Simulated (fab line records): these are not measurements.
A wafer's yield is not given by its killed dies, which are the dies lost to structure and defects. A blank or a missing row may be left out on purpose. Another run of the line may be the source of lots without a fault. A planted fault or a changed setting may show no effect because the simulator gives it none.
Comparing a struck lot with a sound one	flow nand_harc	21 out of 1159 route steps
Sound: the wafers L797.1, L797.3, L797.5. Wafers L783.2, L783.5, L783.6 were the ones struck. Last of all comes the cause.
Order at every step that has rows: each side's tool, ch and its chambers, its first start. Under that, the readings that differ: sound wafers	struck wafers	difference of the means	sigmas: that difference in standard deviations of wafers without a fault.
alike: readings whose means differ by less than 2 such deviations, and words and numbers that are the same on both sides. not compared: withheld readings, readings that some wafer has no value for, bounds like >300 that may hide the same value, and numbers for which the record gives no deviation and whose values overlap.
A row with sigmas, a row that says differs or no value, or rows on one side alone: a step with any of these is where the two part. When numbers do not overlap yet have no deviation, they are printed without sigmas and do not part them. Lack of a reading on every wafer of one side parts them only where that side has two or more wafers.

NHARC_P_CONTACT_DEP_30: deposits SiNx, target thk 30 nm.
  sound on pecvd-04 ch 0,1, day 8 18:29; struck on pecvd-04 ch 0,1, day 6 01:22
  alike: heater_power_w
NHARC_P_CONTACT_DEP_00: deposits SiO2, target thk 500 nm.
  sound: pecvd-04 ch 0,1; struck: pecvd-04 ch 0,1
  alike: heater_power_w, throttle_valve_pct
NHARC_P_CONTACT_CMP_01: polishes SiO2, target thk 200 nm.
  sound on cmp-04 ch 0,2,3, day 8 19:14; struck on cmp-04 ch 0,1, day 6 02:02
  alike: motor_current_A
then, 8 steps without rows for these wafers: NHARC_P_CONTACT_SRD_03; NHARC_P_CONTACT_DEHYDRATE_04 (time 120 s); NHARC_P_CONTACT_HMDS_05 (time 30 s); NHARC_P_CONTACT_COAT_33 (time 75 s); NHARC_P_CONTACT_COAT_34 (time 65 s); NHARC_P_CONTACT_COAT_06 (resist thk 90 nm); NHARC_P_CONTACT_SOFTBAKE_07 (time 55 s); NHARC_P_CONTACT_EBR_08.
NHARC_P_CONTACT_EXPOSE_09: exposes mask P CA, target cd 90 nm.
  sound on arfi_scanner-02 ch 0, day 8 19:53; struck on arfi_scanner-03 ch 0, day 6 02:36
reading	sound	struck	difference	sigmas
mask	P_CA#0 P_CA#0 P_CA#0	P_CA_R1#0 P_CA_R1#0 P_CA_R1#0	differs	
then, 2 steps without rows for these wafers: NHARC_P_CONTACT_PEB_10 (peb time 65 s); NHARC_P_CONTACT_DEVELOP_11 (develop time 35 s).
NHARC_P_CONTACT_CD_MEAS_12: target cd 90 nm.
  sound on cd_sem-02 ch 0, day 8 20:02; struck on cd_sem-02 ch 0, day 6 02:44
reading	sound	struck	difference	sigmas
cd_nm (nm)	89.0 89.4 90.2	91.6 92.4 91.4	+2.3	+4
NHARC_P_CONTACT_OVL_MEAS_13:
  struck on overlay-02, day 6 02:49; sound on overlay-01, day 8 20:07
  alike: overlay_x_nm, overlay_y_nm
NHARC_P_CONTACT_INSPECT_14:
  struck on defect_inspect-02, day 6 02:52; sound on defect_inspect-02, day 8 20:09
  alike: raw_defect_count
NHARC_P_CONTACT_DESCUM_17: chemistry O2, time 3 s.
  sound on rie_diel-02 ch 1,2,3, day 8 20:13; struck on rie_diel-04 ch 1,2, day 6 02:56
reading	sound	struck	difference	sigmas
model.P_CONTACT.cd_nm (nm)	89.98 89.32 90.49	91.45 91.92 91.36	+1.65	
  alike: drypump_motor_current_A, oes_product_au, rf_vpp_V, showerhead_plenum_p_Torr, throttle_valve_pct
  not compared: rf_hours_counter_h
NHARC_P_CONTACT_ETCH_35: etches the open film in CF4, target depth 39 nm, time 65 s.
  sound on rie_diel-02 ch 0,2,3, day 8 20:19; struck on rie_diel-04 ch 0,2,3, day 6 03:01
reading	sound	struck	difference	sigmas
model.P_CONTACT.cd_nm (nm)	90.19 89.62 90.28	91.34 92.27 91.53	+1.68	
  alike: drypump_motor_current_A, oes_product_au, rf_vpp_V, showerhead_plenum_p_Torr, throttle_valve_pct
  not compared: rf_hours_counter_h
NHARC_P_CONTACT_ETCH_36: etches the open film in N2/H2, target depth 260 nm, time 406.25 s.
  sound: rie_diel-02 ch 1,2; struck: rie_diel-04 ch 1,2
  alike: drypump_motor_current_A, oes_product_au, rf_vpp_V, showerhead_plenum_p_Torr, throttle_valve_pct
  not compared: rf_hours_counter_h
NHARC_END_SORT_01:
  the record has rows for the sound wafers here (prober-02 ch 0, day 22 00:52) and none for the struck ones

== WHERE THEY PART ==
Last at NHARC_END_SORT_01 as far as this record goes, first at NHARC_P_CONTACT_EXPOSE_09.

WHY: whatever the simulator had introduced
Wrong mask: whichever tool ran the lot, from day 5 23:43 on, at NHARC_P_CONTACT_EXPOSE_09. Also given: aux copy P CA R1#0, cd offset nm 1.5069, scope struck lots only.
